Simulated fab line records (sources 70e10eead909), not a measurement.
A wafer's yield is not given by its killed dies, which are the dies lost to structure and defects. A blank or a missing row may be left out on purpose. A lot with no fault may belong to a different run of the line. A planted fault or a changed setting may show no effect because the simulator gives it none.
What tool caused it? -- flow nand harc -- Sampling: 9 lots, 27 wafers, 5 of 1302 route steps

## WHAT THE GAUGES SHOWED, per wafer
NHARC_A_STAIRCASE_INSPECT_155.
lot,measured,on,raw defect count
L078,day 20 16:47,defect inspect-02,616 413 419
L079,day 20 16:39,defect inspect-02,371 283 491
L082,day 22 10:19,defect inspect-01,563 523 495
L085,day 23 18:16,defect inspect-02,378 324 343
L088,day 24 16:20,defect inspect-02,546 495 500
L091,day 25 11:31,defect inspect-01,501 395 386
L090,day 25 20:36,defect inspect-01,252 328 470
L095,day 27 14:12,defect inspect-01,356 305 336
L097,day 28 15:23,defect inspect-01,301 325 392

## TOOL THAT RAN EACH LOT (tool first, then ch and the chambers of the sampled wafers, then the start)
lot,NHARC_A_STAIRCASE_HM_OPEN_460,NHARC_A_STAIRCASE_ETCH_453,NHARC_A_STAIRCASE_ETCHBACK_422,NHARC_A_STAIRCASE_CMP_472
L078,"rie diel-02 ch 0,1,3, day 20 15:32 or earlier","rie diel-09 ch 1,2,3, day 20 15:32 or earlier","rie diel-09 ch 0,3, day 20 15:32","cmp-01 ch 0,1,2, day 20 16:26"
L079,"rie diel-09 ch 0,1,3, day 20 15:20 or earlier","rie diel-12 ch 0,1, day 20 15:20 or earlier","rie diel-09 ch 0,1,3, day 20 15:20","cmp-04 ch 0,2,3, day 20 16:18"
L082,"rie diel-02 ch 1,2,3, day 22 09:05 or earlier","rie diel-09 ch 2,3, day 22 09:05 or earlier","rie diel-02 ch 0,1,3, day 22 09:05","cmp-04 ch 1,2,3, day 22 10:01"
L085,"rie diel-02 ch 1,2,3, day 23 17:02 or earlier","rie diel-02 ch 0,2, day 23 17:02 or earlier","rie diel-02 ch 0,1,2, day 23 17:02","cmp-04 ch 0,2,3, day 23 17:57"
L088,"rie diel-12 ch 0,1,2, day 24 15:05 or earlier","rie diel-02 ch 0,2,3, day 24 15:05 or earlier","rie diel-12 ch 0,1,2, day 24 15:05","cmp-04 ch 1,2,3, day 24 15:59"
L091,"rie diel-12 ch 0,2, day 25 10:16 or earlier","rie diel-02 ch 0,3, day 25 10:16 or earlier","rie diel-02 ch 2,3, day 25 10:16","cmp-03 ch 2,3, day 25 11:11"
L090,"rie diel-12 ch 1,2,3, day 25 19:22 or earlier","rie diel-02 ch 2,3, day 25 19:22 or earlier","rie diel-12 ch 0,1,3, day 25 19:22","cmp-04 ch 0,3, day 25 20:17"
L095,"rie diel-12 ch 0,2,3, day 27 12:49 or earlier","rie diel-09 ch 0,3, day 27 12:49 or earlier","rie diel-02 ch 0,1,3, day 27 12:49","cmp-03 ch 1,3, day 27 13:52"
L097,"rie diel-09 ch 0,1,2, day 28 14:10 or earlier","rie diel-09 ch 0,3, day 28 14:10 or earlier","rie diel-02 ch 0,1,3, day 28 14:10","cmp-01 ch 0,1,2, day 28 15:02"
- NHARC_A_STAIRCASE_HM_OPEN_460: chemistry O2/COS.
- NHARC_A_STAIRCASE_ETCH_453: etches the open film in CF4/O2, target depth 30 nm, overetch 3 nm, time 16.5 s.
- NHARC_A_STAIRCASE_ETCHBACK_422: etches the open film in CH3F/O2, target depth 40 nm, time 74.286 s.
- NHARC_A_STAIRCASE_CMP_472: polishes SiO2.

## THE ANSWER, worked out from the rows above alone
Rule: what is usual is taken from the lots themselves. The widest of any qualifying gaps counts: lots, ordered by their means at a reading, are off when they make up no more than a third of the lots, leave a main group of 4 or more, and stand apart from it by 3 or more times the standard deviation of that group's means. The tables above print the reading to a certain number of digits; a main group whose means all agree to those digits is not used. A lot without any number at a reading at which 4 lots or more have one is off too. All remaining lots with rows at the step are treated as sound.
No lot is off at any reading shown: from this, nothing can be told.

## WHAT WAS PUT IN BY THE SIMULATOR
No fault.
